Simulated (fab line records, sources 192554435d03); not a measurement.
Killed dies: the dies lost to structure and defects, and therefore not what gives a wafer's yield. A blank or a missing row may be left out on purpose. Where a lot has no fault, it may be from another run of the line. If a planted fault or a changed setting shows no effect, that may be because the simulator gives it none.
Lot-split experiment -- flow n5_finfet -- 36 wafers read from 7 lots, route of 1938 steps

ON THE SPLIT
At N5_BEOL_M7_TRENCH_ETCH_37 (etches SiCOH lowk in C4F6/O2, target depth 93.478 nm, time 31.2 s), the setting time_s was moved away from the recipe's 31.2 s on 8 of the 36 wafers read, by +30.3% to +50.2%. All remaining wafers had this setting at the recipe value.

FROM THE SPLIT TO THE READING: what the file shows between them, 11 steps
- N5_BEOL_M7_ETCH_41: etches SiCN in CH3F/O2, target depth 31.9 nm, time 57.8 s
- N5_BEOL_M7_STRIP_80: strips in N2/H2, time 10 s
- N5_BEOL_M7_OCD_MEAS_38
- N5_BEOL_M7_HM_STRIP_39: strips TiN in peroxide tin strip, target depth 25 nm, time 158 s
- N5_BEOL_M7_SRD_40: time 30 s
- N5_BEOL_M7_ECD_50: material Cu, target thk 300 nm
- N5_BEOL_M7_ANNEAL_51: time 90 s
- N5_BEOL_M7_CMP_52: polishes, stops on SiCOH lowk, t overpolish 6.9 s, target thk 80 nm
- N5_BEOL_M7_THK_MEAS_53: measures by xrf
- N5_BEOL_M7_PRE_CLEAN_55: time 15 s
- N5_BEOL_M7_DEP_56: deposits SiCN from 3MS/NH3, target thk 10 nm, time 17.5 s

THE READING
At N5_BEOL_M7_RS_MEAS_57, a four-point-probe measurement gives M7_RS in ohm/sq. A value of 0.284 ohm/sq with a standard deviation of 0.011 ohm/sq is what fault-free wafers of this fab line usually give.

wafer,"tool, chamber at the split","time_s as run, s",against the recipe,"M7_RS, ohm/sq",against lot-mates on the recipe
L080.1,"rie_diel-03, 2",46.86,+50.2%,0.163,-0.127
L080.2,"rie_diel-03, 0",46.86,+50.2%,0.165,-0.125
L080.3,"rie_diel-03, 1",31.2,recipe,0.290,-
L080.4,"rie_diel-03, 3",46.86,+50.2%,0.179,-0.111
L080.5,"rie_diel-03, 2",31.2,recipe,0.279,-
L080.6,"rie_diel-03, 3",31.2,recipe,0.300,-
L083.1,"rie_diel-03, 2",31.2,recipe,0.268,-
L083.2,"rie_diel-03, 1",31.2,recipe,0.309,-
L083.4,"rie_diel-03, 1",31.2,recipe,0.293,-
L087.1,"rie_diel-06, 1",40.64,+30.3%,0.204,-0.080
L087.2,"rie_diel-06, 2",31.2,recipe,0.277,-
L087.3,"rie_diel-06, 0",31.2,recipe,0.286,-
L087.4,"rie_diel-06, 3",40.64,+30.3%,0.206,-0.078
L087.5,"rie_diel-06, 0",40.64,+30.3%,0.200,-0.084
L087.6,"rie_diel-06, 1",31.2,recipe,0.288,-
L089.1,"rie_diel-03, 2",31.2,recipe,0.280,-
L089.2,"rie_diel-03, 1",31.2,recipe,0.302,-
L089.3,"rie_diel-03, 0",31.2,recipe,0.296,-
L089.4,"rie_diel-03, 2",31.2,recipe,0.280,-
L089.5,"rie_diel-03, 0",31.2,recipe,0.282,-
L089.6,"rie_diel-03, 1",31.2,recipe,0.304,-
L088.3,"rie_diel-06, 1",44.42,+42.4%,0.188,-0.111
L088.5,"rie_diel-06, 1",31.2,recipe,0.299,-
L088.6,"rie_diel-06, 0",44.42,+42.4%,0.180,-0.119
L092.1,"rie_diel-03, 0",31.2,recipe,0.273,-
L092.2,"rie_diel-03, 1",31.2,recipe,0.300,-
L092.3,"rie_diel-03, 2",31.2,recipe,0.267,-
L092.4,"rie_diel-03, 3",31.2,recipe,0.292,-
L092.5,"rie_diel-03, 0",31.2,recipe,0.279,-
L092.6,"rie_diel-03, 1",31.2,recipe,0.305,-
L093.1,"rie_diel-06, 2",31.2,recipe,0.278,-
L093.2,"rie_diel-06, 0",31.2,recipe,0.293,-
L093.3,"rie_diel-06, 1",31.2,recipe,0.304,-
L093.4,"rie_diel-06, 0",31.2,recipe,0.292,-
L093.5,"rie_diel-06, 1",31.2,recipe,0.301,-
L093.6,"rie_diel-06, 2",31.2,recipe,0.280,-

FIT RESULTS
A straight line over all 36 wafers: M7_RS changes by -0.00249 ohm/sq for each +1% of time_s; r = -0.97; the points scatter about the line by 0.011 ohm/sq.
The same after taking each lot's own level away (the mean of its wafers on the recipe; 36 wafers): -0.00253 ohm/sq for each +1%; r = -0.97; scatter 0.011 ohm/sq.
On that fit, the largest move of time_s shifts the reading by 0.13 ohm/sq.
Across the lots, their own levels run from 0.2837 to 0.2990 ohm/sq, a range of 1.4 times the standard deviation given above.
Consequently the slope shifts little with the lot-to-lot level, the two slopes agreeing.
Check: for one of the wafers moved furthest among these (+50.2%), held out of the fit, the line's prediction against its lot-mates is -0.127 ohm/sq. It came out at -0.127 ohm/sq against them.

FURTHER SPLITS ON THESE WAFERS
These wafers also went through other splits before the reading. Each is held against what the fit with the lots' levels taken away leaves over:
other split on the same wafers,wafers away from the commonest value,r with M7_RS (lot level and that fit taken away)
N5_DUMMY_GATE_CVD_03 target_thk_a,27,+0.13
N5_GATE_CUT_ALD_22 ald_cycles,9,-0.09
N5_BEOL_M0_SAQP_PECVD_00 time_s,13,+0.21
N5_BEOL_M1_ETCH_70 time_s,14,+0.04
N5_BEOL_M4_ETCH_64 time_s,6,+0.11

THE WHOLE CHAIN: every reading that the file lists as answering this split, in the file's order
step,what it does,reading,change (the file's fit),r (the file's)
N5_BEOL_M7_TRENCH_ETCH_37,"etches SiCOH lowk in C4F6/O2, target depth 93.478 nm, time 31.2 s","etch.depth_nm (the simulator's own value, which no gauge read)",+0.907 nm for each +1% of the setting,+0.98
N5_BEOL_M7_TRENCH_ETCH_37,"etches SiCOH lowk in C4F6/O2, target depth 93.478 nm, time 31.2 s","BEOL_M7.feature_depth_nm (the simulator's own value, which no gauge read)",+0.906 nm for each +1% of the setting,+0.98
N5_BEOL_M7_TRENCH_ETCH_37,"etches SiCOH lowk in C4F6/O2, target depth 93.478 nm, time 31.2 s","TiN_of_BEOL_M7_HM_DEP_02.thk_nm (the simulator's own value, which no gauge read)",-0.0257 nm for each +1% of the setting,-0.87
N5_BEOL_M7_OCD_MEAS_38,,trench_depth_nm,+0.936 nm for each +1% of the setting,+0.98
N5_BEOL_M7_CMP_52,"polishes, stops on SiCOH lowk, t overpolish 6.9 s, target thk 80 nm","Cu_of_BEOL_M7_ECD_50.thk_nm (the simulator's own value, which no gauge read)",+0.898 nm for each +1% of the setting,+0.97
N5_BEOL_M7_THK_MEAS_53,measures by xrf,M7_THK,+0.952 for each +1% of the setting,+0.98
N5_BEOL_M7_RS_MEAS_57,measures by four-point-probe,M7_RS,-0.00251 for each +1% of the setting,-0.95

FILE'S OWN FIT
M7_RS changes by -0.00251 ohm/sq for each +1% of time_s, r = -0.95.
